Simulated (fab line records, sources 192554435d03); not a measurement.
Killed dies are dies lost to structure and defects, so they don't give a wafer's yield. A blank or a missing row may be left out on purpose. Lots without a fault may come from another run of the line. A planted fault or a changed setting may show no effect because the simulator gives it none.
Which tool did it? | flow n5_finfet | 24 lots, 72 wafers sampled, at 4 steps of a route of 1938

WHAT THE GAUGES READ, wafer by wafer
N5_BEOL_M2_THK_MEAS_53: measures by xrf.
lot  | measured     | on            | M2_THK (nm)
L076 | day 7 22:37  | film_metro-02 | 42.8 44.8 44.2
L074 | day 8 02:25  | film_metro-02 | 42.2 43.2 43.8
L075 | day 8 02:38  | film_metro-02 | 44.0 41.1 43.9
L078 | day 8 05:26  | film_metro-02 | 43.9 42.9 44.3
L077 | day 8 06:35  | film_metro-01 | 40.4 42.1 39.0
L079 | day 8 07:01  | film_metro-01 | 46.2 43.4 42.7
L080 | day 8 14:43  | film_metro-02 | 41.2 41.9 40.3
L081 | day 8 16:05  | film_metro-01 | 38.3 39.5 37.7
L082 | day 9 04:26  | film_metro-02 | 37.3 39.9 39.3
L083 | day 10 02:56 | film_metro-01 | 42.8 44.6 43.0
L084 | day 10 07:32 | film_metro-02 | 43.2 43.7 45.2
L085 | day 10 14:43 | film_metro-01 | 43.3 41.3 42.7
L086 | day 10 20:30 | film_metro-01 | 43.4 41.3 44.4
L088 | day 11 01:11 | film_metro-01 | 41.5 43.2 42.2
L087 | day 11 02:15 | film_metro-01 | 44.7 39.8 42.9
L089 | day 11 10:05 | film_metro-01 | 41.9 41.2 40.8
L091 | day 11 14:45 | film_metro-01 | 38.2 40.7 43.5
L090 | day 12 04:55 | film_metro-01 | 42.2 44.6 43.8
L092 | day 12 05:10 | film_metro-01 | 40.0 40.2 39.1
L093 | day 12 14:56 | film_metro-01 | 43.2 43.8 44.3
L095 | day 12 17:38 | film_metro-02 | 41.9 40.7 41.1
L094 | day 12 21:41 | film_metro-02 | 44.2 45.4 39.8
L096 | day 13 03:12 | film_metro-02 | 41.9 40.9 43.1
L097 | day 13 14:20 | film_metro-01 | 42.8 40.9 40.7

N5_BEOL_M2_RS_MEAS_58: measures by four-point-probe.
lot  | measured     | on            | M2_RS (ohm/sq)
L076 | day 7 22:53  | film_metro-02 | 0.64 0.60 0.61
L074 | day 8 02:41  | film_metro-01 | 0.65 0.63 0.62
L075 | day 8 02:56  | film_metro-02 | 0.61 0.66 0.61
L078 | day 8 05:41  | film_metro-02 | 0.62 0.63 0.60
L077 | day 8 06:50  | film_metro-02 | 0.69 0.65 0.72
L079 | day 8 07:17  | film_metro-02 | 0.58 0.62 0.64
L080 | day 8 14:59  | film_metro-02 | 0.67 0.65 0.68
L081 | day 8 16:23  | film_metro-01 | 0.73 0.70 0.74
L082 | day 9 04:41  | film_metro-01 | 0.76 0.69 0.71
L083 | day 10 03:13 | film_metro-01 | 0.63 0.60 0.63
L084 | day 10 07:50 | film_metro-01 | 0.63 0.62 0.59
L085 | day 10 15:00 | film_metro-02 | 0.62 0.66 0.63
L086 | day 10 20:46 | film_metro-02 | 0.62 0.65 0.59
L088 | day 11 01:40 | film_metro-02 | 0.66 0.62 0.65
L087 | day 11 02:31 | film_metro-02 | 0.59 0.69 0.62
L089 | day 11 10:21 | film_metro-01 | 0.65 0.66 0.67
L091 | day 11 15:01 | film_metro-01 | 0.74 0.68 0.62
L090 | day 12 05:25 | film_metro-01 | 0.65 0.61 0.62
L092 | day 12 05:40 | film_metro-01 | 0.69 0.69 0.71
L093 | day 12 15:25 | film_metro-01 | 0.63 0.62 0.61
L095 | day 12 17:59 | film_metro-01 | 0.65 0.67 0.66
L094 | day 12 22:17 | film_metro-02 | 0.61 0.59 0.70
L096 | day 13 03:31 | film_metro-02 | 0.64 0.67 0.62
L097 | day 13 14:38 | film_metro-02 | 0.63 0.67 0.68

N5_BEOL_M2_INSPECT_59: inspects for defects (darkfield).
lot  | measured     | on                | raw_defect_count
L076 | day 7 22:55  | defect_inspect-01 | 79 57 88
L074 | day 8 02:42  | defect_inspect-02 | 54 52 145
L075 | day 8 02:58  | defect_inspect-02 | 71 68 75
L078 | day 8 05:43  | defect_inspect-02 | 53 124 96
L077 | day 8 06:52  | defect_inspect-02 | 92 55 70
L079 | day 8 07:19  | defect_inspect-01 | 37 94 71
L080 | day 8 15:00  | defect_inspect-02 | 78 93 67
L081 | day 8 16:25  | defect_inspect-01 | 84 63 68
L082 | day 9 04:43  | defect_inspect-02 | 77 59 61
L083 | day 10 03:15 | defect_inspect-02 | 87 57 93
L084 | day 10 07:52 | defect_inspect-01 | 47 41 75
L085 | day 10 15:02 | defect_inspect-02 | 66 57 98
L086 | day 10 20:47 | defect_inspect-01 | 63 71 67
L088 | day 11 01:42 | defect_inspect-02 | 28 88 85
L087 | day 11 02:32 | defect_inspect-02 | 95 96 120
L089 | day 11 10:23 | defect_inspect-02 | 52 59 63
L091 | day 11 15:02 | defect_inspect-01 | 82 64 111
L090 | day 12 05:26 | defect_inspect-01 | 41 37 48
L092 | day 12 05:41 | defect_inspect-02 | 121 138 86
L093 | day 12 15:27 | defect_inspect-02 | 70 62 71
L095 | day 12 18:01 | defect_inspect-02 | 38 62 82
L094 | day 12 22:19 | defect_inspect-02 | 160 113 86
L096 | day 13 03:32 | defect_inspect-01 | 54 61 61
L097 | day 13 14:40 | defect_inspect-01 | 55 48 77

WHICH TOOL RAN EACH LOT (tool, then ch and the chambers of the sampled wafers, then the start)
lot  | N5_BEOL_M2_PRE_CLEAN_60
L076 | cvd_co-02 ch 0,1,2, day 7 22:40
L074 | cvd_co-01 ch 0,2, day 8 02:27
L075 | cvd_co-02 ch 0,1, day 8 02:41
L078 | cvd_co-01 ch 0,1,2, day 8 05:28
L077 | cvd_co-02 ch 0,1,2, day 8 06:38
L079 | cvd_co-01 ch 0,2, day 8 07:03
L080 | cvd_co-01 ch 0,1, day 8 14:45
L081 | cvd_co-02 ch 0,1, day 8 16:08
L082 | cvd_co-02 ch 0,1, day 9 04:28
L083 | cvd_co-01 ch 0,1, day 10 02:58
L084 | cvd_co-02 ch 0,1, day 10 07:35
L085 | cvd_co-01 ch 0,1,2, day 10 14:45
L086 | cvd_co-01 ch 0,1,2, day 10 20:32
L088 | cvd_co-01 ch 0,2, day 11 01:27
L087 | cvd_co-01 ch 0,2, day 11 02:17
L089 | cvd_co-01 ch 0,2, day 11 10:08
L091 | cvd_co-01 ch 0,1, day 11 14:47
L090 | cvd_co-01 ch 1,2, day 12 05:11
L092 | cvd_co-01 ch 0,1, day 12 05:26
L093 | cvd_co-01 ch 0,2, day 12 15:12
L095 | cvd_co-01 ch 0,1,2, day 12 17:46
L094 | cvd_co-01 ch 1,2, day 12 22:00
L096 | cvd_co-01 ch 1,2, day 13 03:14
L097 | cvd_co-02 ch 1,2, day 13 14:22
- N5_BEOL_M2_PRE_CLEAN_60: time 15 s.

WHAT THE TOOLS THEMSELVES READ (means of the sampled wafers that have a number; where no wafer has one, the mark that the record gives instead)
N5_BEOL_M2_PRE_CLEAN_60.
lot  | tool      | heater_power_w (W)
L076 | cvd_co-02 | 96
L074 | cvd_co-01 | 106
L075 | cvd_co-02 | 98
L078 | cvd_co-01 | 98
L077 | cvd_co-02 | 95
L079 | cvd_co-01 | 106
L080 | cvd_co-01 | 91
L081 | cvd_co-02 | 103
L082 | cvd_co-02 | 101
L083 | cvd_co-01 | 92
L084 | cvd_co-02 | 99
L085 | cvd_co-01 | 100
L086 | cvd_co-01 | 99
L088 | cvd_co-01 | 108
L087 | cvd_co-01 | 107
L089 | cvd_co-01 | 109
L091 | cvd_co-01 | 92
L090 | cvd_co-01 | 100
L092 | cvd_co-01 | 91
L093 | cvd_co-01 | 107
L095 | cvd_co-01 | 99
L094 | cvd_co-01 | 97
L096 | cvd_co-01 | 106
L097 | cvd_co-02 | 92

THE ANSWER, worked out from the rows above alone
Rule: what is usual is taken from the lots themselves. Put in order of their means at a reading, lots are off if they are a third of the lots or fewer, leave a main group of 4 or more, and stand apart from it by a gap of 3 or more times the standard deviation of the main group's means; of several such gaps the widest counts. A main group whose means are all the same, to the digits that the tables above print for the reading, isn't used. A lot without any number at a reading at which 4 lots or more have one is off too. The other lots that the step has rows for count as sound. The gauges are gone through in route order, then the tools' own readings, and for those a lot's mean is taken as printed above. The first step at which some lot is off is used, and at that step the reading that is off furthest; a lot without a number counts as furthest.
No lot is off at any reading shown: from this, nothing can be told.

WHAT THE SIMULATOR HAD PUT IN
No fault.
